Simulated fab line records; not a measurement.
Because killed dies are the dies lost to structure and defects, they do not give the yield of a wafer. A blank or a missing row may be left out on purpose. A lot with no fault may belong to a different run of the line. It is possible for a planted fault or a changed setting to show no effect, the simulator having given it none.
fab line records + flow nandHarc
record
- lots=15
- wafers=42
- lastDay=33
route steps=1302 shown P_STI@98 THIN_TSV@1250 END@1302
lots that met no fault: from a run of the same line without faults
startH: hours from the record's first day to the start of the lot's first wafer shown + waitH: time in hours since the lot's previous step + " as in the row above + L1.1+2: a row that stands for several wafers + - no value present, or no start provided + * or withheld: withheld + < > ~ a bound
route shown NAME@n: a module of which the file shows steps, and the number in the route of the first + usual: mean/standard deviation of fault-free wafers + same: alike in all rows + chamber/n: place in a boat + sites: each site's reading + _std_site: the standard deviation of these + _edge_site: outer sites' mean less inner sites' + radiusMm: how far each site lies from the wafer's centre + mask NAME#n: copy n + behind: the tool/chamber that last shaped the wafer + hold: what put the lot on hold/how long, in hours/how the hold closed + device: which transistor (n, p or np) failed to switch + end of line: the same wafers' tests at the end of the route + a step given without rows: its recipe and nothing more + killed: at the first sort, the dies lost to defects and structure; wafer yield is something else + map: a wafer's dies, x killed, . not, _ none there
set.NAME: setting as actually run; set.NAME@STEP: the setting as run at that earlier step + model.NAME: the simulator's own value behind a step, which no gauge read
route steps across a sampled set of lots; one table per step, one row per wafer
services: from which hour (startH, from the record's first day; less than 0 if before it) a tool's chamber was out of use, for how many hours, and why
## steps
# step NHARC_P_STI_HDPCVD_20
# recipe
- targetThkA=withheld
- sigmaOpenFrac=withheld
- material=SiO2
| lot.wafer  | tool      | chamber | startH | waitH |
|------------|-----------|---------|--------|-------|
| L982.1+3+5 | hdpcvd-01 | 1,0,0   | 67.53  | 0.5   |
| L984.2+4+6 | hdpcvd-01 | 1,0,1   | 83.64  | 0.5   |
| L985.1+2+3 | hdpcvd-01 | 1,0,1   | 93.70  | 0.4   |
| L986.2+1+3 | hdpcvd-01 | 0,1,1   | 105.45 | 0.4   |
| L987.1+2+6 | hdpcvd-01 | 0,1,1   | 114.23 | 0.4   |
| L988.1+3+5 | hdpcvd-01 | 0,1,0   | 122.04 | 0.5   |
| L989.2+1+3 | hdpcvd-01 | 0,1,0   | 137.64 | 0.4   |
| L990.1+2+6 | hdpcvd-01 | 1,0,1   | 147.92 | 0.4   |
| L993.1+2   | hdpcvd-01 | 0,1     | 171.96 | 0.4   |
| L992.1+5   | hdpcvd-01 | 1       | 172.53 | 1.0   |
| L994.1+2   | hdpcvd-01 | 0,1     | 182.66 | 0.4   |
| L100.1+3+4 | hdpcvd-01 | 1,0,1   | 248.88 | 0.5   |
| L102.2+1+5 | hdpcvd-01 | 1,0,1   | 262.64 | 0.9   |
| L103.2+1+5 | hdpcvd-01 | 1,0,1   | 271.87 | 0.4   |
| L104.2+3+4 | hdpcvd-01 | 1,0,1   | 283.20 | 0.5   |
# step NHARC_THIN_TSV_DEP_43
# recipe
- targetThkA=13285
- tempC=withheld
- pressureTorr=6.5
- rfW=900
- teosFlowSccm=161.4
- flowSccm=2650
- targetThkNm=1328.5
- gas=O2
- material=SiO2
# usual
- rfFwdPowerW=897.9/2.7
- throttleValvePct=16.0/0.76
| lot.wafer | tool     | chamber | startH | waitH | rfFwdPowerW | throttleValvePct |
|-----------|----------|---------|--------|-------|-------------|------------------|
| L982.1    | pecvd-01 | 0       | 554.95 | -     | 895.5       | 16.9             |
| L982.3    | "        | 2       | "      | "     | 897.9       | 16.7             |
| L982.5    | "        | 0       | "      | "     | 893.7       | 16.8             |
| L985.3    | pecvd-04 | 2       | 581.13 | -     | 897.8       | 16.3             |
| L985.1    | "        | 0       | "      | "     | 894.9       | 16.3             |
| L985.2    | "        | 1       | "      | "     | 899.0       | 15.6             |
| L984.2    | pecvd-02 | 1       | 582.34 | -     | 898.1       | 15.2             |
| L984.6    | "        | 0       | "      | "     | 899.4       | 16.3             |
| L984.4    | "        | 1       | "      | "     | 897.9       | 15.1             |
| L986.1    | pecvd-01 | 0       | 600.01 | -     | 899.6       | 16.9             |
| L986.2    | "        | 1       | "      | "     | 901.1       | 15.9             |
| L986.3    | "        | 1       | "      | "     | 901.9       | 16.2             |
| L987.1    | pecvd-01 | 0       | 604.36 | -     | 895.2       | 17.0             |
| L987.2    | "        | 1       | "      | "     | 893.4       | 16.0             |
| L987.6    | "        | 0       | "      | "     | 895.6       | 17.1             |
| L988.3    | pecvd-02 | 2       | 612.14 | -     | 893.4       | 15.0             |
| L988.1    | "        | 0       | "      | "     | 897.2       | 16.3             |
| L988.5    | "        | 2       | "      | "     | 899.2       | 15.2             |
| L990.2    | pecvd-04 | 1       | 624.99 | -     | 902.5       | 15.7             |
| L990.1    | "        | 2       | "      | "     | 892.7       | 16.6             |
| L990.6    | "        | 1       | "      | "     | 900.3       | 15.5             |
| L989.3    | pecvd-02 | 1       | 626.19 | -     | 901.0       | 14.9             |
| L989.1    | "        | 2       | "      | "     | 897.7       | 15.1             |
| L989.2    | "        | 0       | "      | "     | 900.3       | 16.3             |
| L993.2    | pecvd-02 | 0       | 661.77 | -     | 897.5       | 16.0             |
| L994.2    | pecvd-02 | 0       | 678.67 | -     | 895.0       | 16.3             |
| L100.1    | pecvd-02 | 0       | 745.70 | -     | 893.6       | 16.4             |
| L100.4    | "        | 0       | "      | "     | 897.6       | 16.4             |
| L100.3    | "        | 2       | "      | "     | 898.6       | 15.2             |
| L102.1    | pecvd-02 | 2       | 754.74 | -     | 895.0       | 15.4             |
| L102.2    | "        | 0       | "      | "     | 898.0       | 16.3             |
| L102.5    | "        | 1       | "      | "     | 899.9       | 14.8             |
| L103.1    | pecvd-01 | 2       | 755.90 | -     | 895.7       | 16.8             |
| L103.2    | "        | 1       | "      | "     | 896.2       | 16.0             |
| L103.5    | "        | 2       | "      | "     | 899.9       | 16.9             |
| L104.3    | pecvd-02 | 0       | 765.16 | -     | 896.3       | 16.4             |
| L104.2    | "        | 1       | "      | "     | 900.2       | 14.8             |
| L104.4    | "        | 1       | "      | "     | 899.5       | 15.1             |
# step NHARC_THIN_TSV_DEGAS_49
# recipe
- tempC=300
- timeS=120
# usual
- heaterPowerW=468/51
| lot.wafer | tool          | chamber | startH | waitH | heaterPowerW |
|-----------|---------------|---------|--------|-------|--------------|
| L982.3    | pvdSputter-03 | -       | 558.47 | 0.1   | 379          |
| L982.1    | "             | -       | "      | "     | 486          |
| L982.5    | "             | -       | "      | "     | 387          |
| L985.1    | pvdSputter-02 | -       | 584.77 | 0.1   | 424          |
| L985.2    | "             | -       | "      | "     | 405          |
| L985.3    | "             | -       | "      | "     | 486          |
| L984.4    | pvdSputter-02 | -       | 585.83 | 0.1   | 414          |
| L984.2    | "             | -       | "      | "     | 562          |
| L984.6    | "             | -       | "      | "     | 417          |
| L986.3    | pvdSputter-03 | -       | 603.99 | 0.1   | 390          |
| L986.2    | "             | -       | "      | "     | 503          |
| L986.1    | "             | -       | "      | "     | 492          |
| L987.2    | pvdSputter-01 | -       | 608.25 | 0.2   | 439          |
| L987.1    | "             | -       | "      | "     | 552          |
| L987.6    | "             | -       | "      | "     | 449          |
| L988.3    | pvdSputter-03 | -       | 615.76 | 0.1   | 484          |
| L988.1    | "             | -       | "      | "     | 469          |
| L988.5    | "             | -       | "      | "     | 385          |
| L990.1    | pvdSputter-03 | -       | 628.47 | 0.2   | 478          |
| L990.2    | "             | -       | "      | "     | 390          |
| L990.6    | "             | -       | "      | "     | 493          |
| L989.3    | pvdSputter-01 | -       | 629.83 | 0.1   | 474          |
| L989.1    | "             | -       | "      | "     | 426          |
| L989.2    | "             | -       | "      | "     | 556          |
| L993.2    | pvdSputter-01 | -       | 665.36 | 0.2   | 453          |
| L994.2    | pvdSputter-02 | -       | 682.22 | 0.2   | 549          |
| L100.3    | pvdSputter-01 | -       | 749.68 | 0.1   | 431          |
| L100.4    | "             | -       | "      | "     | 484          |
| L100.1    | "             | -       | "      | "     | 448          |
| L102.2    | pvdSputter-01 | -       | 758.31 | 0.1   | 473          |
| L102.1    | "             | -       | "      | "     | 439          |
| L102.5    | "             | -       | "      | "     | 431          |
| L103.2    | pvdSputter-02 | -       | 759.50 | 0.1   | 541          |
| L103.1    | "             | -       | "      | "     | 442          |
| L103.5    | "             | -       | "      | "     | 437          |
| L104.2    | pvdSputter-02 | -       | 768.80 | 0.1   | 472          |
| L104.4    | "             | -       | "      | "     | 558          |
| L104.3    | "             | -       | "      | "     | 422          |
# step NHARC_THIN_TSV_ETCH_36
# recipe
- targetDepthA=650
- overEtchFrac=0.3
- timeS=18.571
- ionEnergyEv=150
- chemistry=Cl2/BCl3
# usual
- drypumpMotorCurrentA=5.7/0.48
- oesProductAu=0.998/0.0063
| lot.wafer | tool        | chamber | startH | waitH | drypumpMotorCurrentA | oesProductAu | rfHoursCounterH |
|-----------|-------------|---------|--------|-------|----------------------|--------------|-----------------|
| L982.1    | rieMetal-01 | 1       | 562.17 | 0.2   | 4.8                  | 1.000        | 3.3             |
| L982.3    | "           | 1       | "      | "     | 4.8                  | 1.002        | -               |
| L982.5    | "           | 1       | "      | "     | 4.8                  | 0.999        | -               |
| L985.2    | rieMetal-03 | 1       | 588.34 | 0.2   | 5.6                  | 0.993        | 1.0             |
| L985.1    | "           | 0       | "      | "     | 5.7                  | 0.995        | 1.0             |
| L985.3    | "           | 0       | "      | "     | 5.7                  | 1.005        | -               |
| L984.2    | rieMetal-01 | 1       | 589.38 | 0.2   | 4.8                  | 1.009        | 0.4             |
| L984.4    | "           | 0       | "      | "     | 5.9                  | 1.007        | -               |
| L984.6    | "           | 0       | "      | "     | 6.0                  | 1.001        | -               |
| L986.2    | rieMetal-01 | 1       | 607.56 | 0.2   | 4.8                  | 0.997        | 0.6             |
| L986.1    | "           | 0       | "      | "     | 6.0                  | 1.000        | 0.6             |
| L986.3    | "           | 1       | "      | "     | 4.8                  | 1.004        | -               |
| L987.2    | rieMetal-03 | 0       | 611.91 | 0.2   | 5.7                  | 1.001        | 1.5             |
| L987.1    | "           | 1       | "      | "     | 5.6                  | 1.004        | 1.5             |
| L987.6    | "           | 0       | "      | "     | 5.7                  | 1.010        | -               |
| L988.1    | rieMetal-03 | 1       | 619.42 | 0.2   | 5.6                  | 0.998        | 1.7             |
| L988.3    | "           | 1       | "      | "     | 5.6                  | 0.994        | -               |
| L988.5    | "           | 0       | "      | "     | 5.7                  | 1.000        | -               |
| L990.1    | rieMetal-03 | 1       | 632.00 | 0.2   | 5.6                  | 1.013        | 1.9             |
| L990.2    | "           | 0       | "      | "     | 5.7                  | 0.994        | 1.9             |
| L990.6    | "           | 1       | "      | "     | 5.6                  | 0.990        | -               |
| L989.2    | rieMetal-01 | 1       | 633.41 | 0.2   | 4.8                  | 0.995        | 1.1             |
| L989.1    | "           | 0       | "      | "     | 6.0                  | 0.998        | 1.1             |
| L989.3    | "           | 0       | "      | "     | 6.0                  | 0.995        | -               |
| L993.2    | rieMetal-02 | 1       | 669.26 | 0.3   | 6.3                  | 1.007        | -               |
| L994.2    | rieMetal-03 | 1       | 685.75 | 0.2   | 5.6                  | 1.001        | 3.0             |
| L100.1    | rieMetal-02 | 1       | 753.36 | 0.2   | 6.3                  | 0.996        | 2.2             |
| L100.4    | "           | 0       | "      | "     | 5.6                  | 0.999        | -               |
| L100.3    | "           | 1       | "      | "     | 6.3                  | 0.993        | -               |
| L102.1    | rieMetal-01 | 1       | 761.88 | 0.2   | 4.8                  | 1.001        | 0.2             |
| L102.2    | "           | 0       | "      | "     | 5.9                  | 1.006        | 0.2             |
| L102.5    | "           | 0       | "      | "     | 6.0                  | 0.994        | -               |
| L103.2    | rieMetal-02 | 1       | 763.20 | 0.2   | 6.3                  | 0.995        | 2.6             |
| L103.1    | "           | 0       | "      | "     | 5.6                  | 0.987        | 1.8             |
| L103.5    | "           | 1       | "      | "     | 6.3                  | 0.992        | -               |
| L104.2    | rieMetal-03 | 0       | 772.49 | 0.2   | 5.7                  | 0.991        | 1.5             |
| L104.3    | "           | 1       | "      | "     | 5.6                  | 1.000        | -               |
| L104.4    | "           | 0       | "      | "     | 5.7                  | 0.992        | -               |
# step NHARC_END_SORT_01
# recipe
- tempC=25
# usual
- killedAtArray=61/23
- killedAtOther=1.3/1.4
- killedAtPeriphery=4.0/2.6
- killedDies=66/22
- killedOpen=3.4/1.8
- killedShort=2.3/1.4
# same
- grossDies=677
| lot.wafer | tool      | chamber | startH | waitH | killedAtArray | killedAtOther | killedAtPeriphery | killedDies | killedOpen | killedShort |
|-----------|-----------|---------|--------|-------|---------------|---------------|-------------------|------------|------------|-------------|
| L992.1    | prober-01 | 0       | 663.75 | 2.5   | 41            | 2             | 634               | 677        | 1          | 4           |
| L992.5    | prober-01 | 0       | 666.95 | 3.7   | 42            | 1             | 634               | 677        | 1          | 5           |
| L993.1    | prober-01 | 0       | 677.78 | 2.5   | 64            | 4             | 609               | 677        | 4          | 3           |
| L993.2    | prober-01 | 0       | 678.57 | 2.8   | 70            | 1             | 2                 | 73         | 5          | 1           |
| L994.1    | prober-02 | 0       | 694.16 | 2.5   | 50            | 0             | 627               | 677        | 4          | 3           |
| L994.2    | prober-02 | 0       | 694.96 | 2.8   | 62            | 0             | 4                 | 66         | 7          | 1           |
# killed by level:class
L992.1 P_STI:areaHdpcvd=631 A_CHANNEL_HOLE_D2:chamberFilmFlake=26 A_CHANNEL_HOLE_D1:chamberFilmFlake=4 A_STAIRCASE:chamberFilmFlake=3 THIN_TSV:chamberFilmFlake=2 P_GATE:geometricParticle:short=1 A_ONON_D1:geometricParticle:open=1 A_DECK1_JOINT:geometricParticle:short=1
L992.5 P_STI:areaHdpcvd=631 A_CHANNEL_HOLE_D2:chamberFilmFlake=22 A_CHANNEL_HOLE_D1:chamberFilmFlake=8 A_SGD_CUT:chamberFilmFlake=3 A_WL_FILL:chamberFilmFlake=2 P_GATE:geometricParticle:short=1 A_DECK1_JOINT:geometricParticle:short=1 A_CHANNEL_FILL_D2:geometricParticle:short=1
L993.1 P_STI:areaHdpcvd=608 A_SLIT:chamberFilmFlake=28 A_CHANNEL_HOLE_D2:chamberFilmFlake=16 A_CHANNEL_HOLE_D1:chamberFilmFlake=6 A_CONTACT:chamberFilmFlake=5 THIN_TSV:chamberFilmFlake=3 A_ONON_D1:geometricParticle:open=1 A_SGD_CUT:geometricParticle:short=1
L993.2 A_SLIT:chamberFilmFlake=31 A_CHANNEL_HOLE_D2:chamberFilmFlake=13 A_CONTACT:chamberFilmFlake=11 A_CHANNEL_HOLE_D1:chamberFilmFlake=5 A_M0:geometricParticle:open=2 A_STAIRCASE:chamberFilmFlake=2 A_WL_FILL:chamberFilmFlake=2 P_STI:geometricParticle:open=1
L994.1 P_STI:areaHdpcvd=621 A_CHANNEL_HOLE_D1:chamberFilmFlake=36 A_STAIRCASE:chamberFilmFlake=3 A_M0:geometricParticle:open=2 P_GATE:chamberFilmFlake=2 A_ZERO_WELL:chamberFilmFlake=2 P_CONTACT:geometricParticle:open=1 P_M2:geometricParticle:open=1
L994.2 A_CHANNEL_HOLE_D1:chamberFilmFlake=37 A_STAIRCASE:chamberFilmFlake=7 A_CHANNEL_FILL_D2:geometricParticle:open=5 A_BONDPAD:chamberFilmFlake=4 P_GATE:chamberFilmFlake=2 A_ONON_D2:geometricParticle:open=1 A_CHANNEL_FILL_D2:geometricParticle:short=1 A_SGD_CUT:geometricParticle:open=1
## services
| tool        | chamber | startH | hours | kind   |
|-------------|---------|--------|-------|--------|
| rieMetal-01 | -       | 44.00  | 9.0   | pm     |
| pecvd-02    | -       | 46.06  | 13.0  | pm     |
| pecvd-02    | 2       | 82.51  | 12.7  | repair |
| rieMetal-03 | -       | 165.00 | 9.0   | pm     |
| hdpcvd-01   | -       | 185.00 | 13.0  | pm     |
| pecvd-02    | -       | 227.11 | 13.0  | pm     |
| hdpcvd-01   | -       | 227.16 | 2.2   | repair |
| rieMetal-03 | 1       | 302.81 | 14.0  | repair |
| rieMetal-03 | -       | 342.00 | 9.0   | pm     |
| pecvd-02    | -       | 361.38 | 0.6   | repair |
| hdpcvd-01   | -       | 366.00 | 13.0  | pm     |
| pecvd-02    | -       | 408.11 | 13.0  | pm     |
| hdpcvd-01   | -       | 491.37 | 1.2   | repair |
| rieMetal-03 | 0       | 508.25 | 8.6   | repair |
| rieMetal-03 | -       | 519.00 | 9.0   | pm     |
| pecvd-02    | 2       | 540.72 | 2.1   | repair |
| hdpcvd-01   | -       | 547.00 | 13.0  | pm     |
| pecvd-02    | -       | 589.11 | 13.0  | pm     |
| pecvd-02    | 1       | 630.30 | 4.9   | repair |
| hdpcvd-01   | -       | 633.73 | 0.7   | repair |
| rieMetal-03 | -       | 696.00 | 9.0   | pm     |
| hdpcvd-01   | -       | 728.00 | 13.0  | pm     |
| pecvd-02    | 1       | 744.63 | 7.8   | repair |
| pecvd-02    | -       | 770.11 | 13.0  | pm     |
## key
firstSign
- step=NHARC_END_SORT_01
- reading=killedAtPeriphery
- direction=up
- sigmas=99+
- usual=4.0
- struck=626
effect
- step=NHARC_END_SORT_01
- reading=killedDies
- direction=up
- sigmas=27
- usual=66
- struck=677
moreKillsBornAt
- NHARC_P_STI_HDPCVD_20@hdpcvd-01=2491
metAt NHARC_P_STI_HDPCVD_20
struckLots L992,L993,L994
struckWafers L992.1,L992.5,L993.1,L994.1
laterRowsLeftOut L992.1,L992.5,L993.1,L994.1
testerLeftOut L992,L993,L994
notActingAt NHARC_THIN_TSV_DEP_43,NHARC_THIN_TSV_DEGAS_49,NHARC_THIN_TSV_ETCH_36
onsetBetween 147.92 171.96
fault
- kind=processParameterDrift
- tool=hdpcvd-01
- chamber=-
- onsetH=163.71
- steps=NHARC_P_STI_HDPCVD_20
- channel=targetThkA
- offset=withheld
- shape=step
- endH=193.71
- scope=struckWafersOnly
# testerLeftOut: of these lots the tester's yield and bins aren't shown, on N5 and GAA mostly nor the transistor test; their killed dies are dies lost to structure and defects alone, not to doping, threshold or leakage, so they don't give the yield
# laterRowsLeftOut: the simulator's readings of these wafers behind a module that went badly wrong aren't trusted and aren't shown, but for the sort
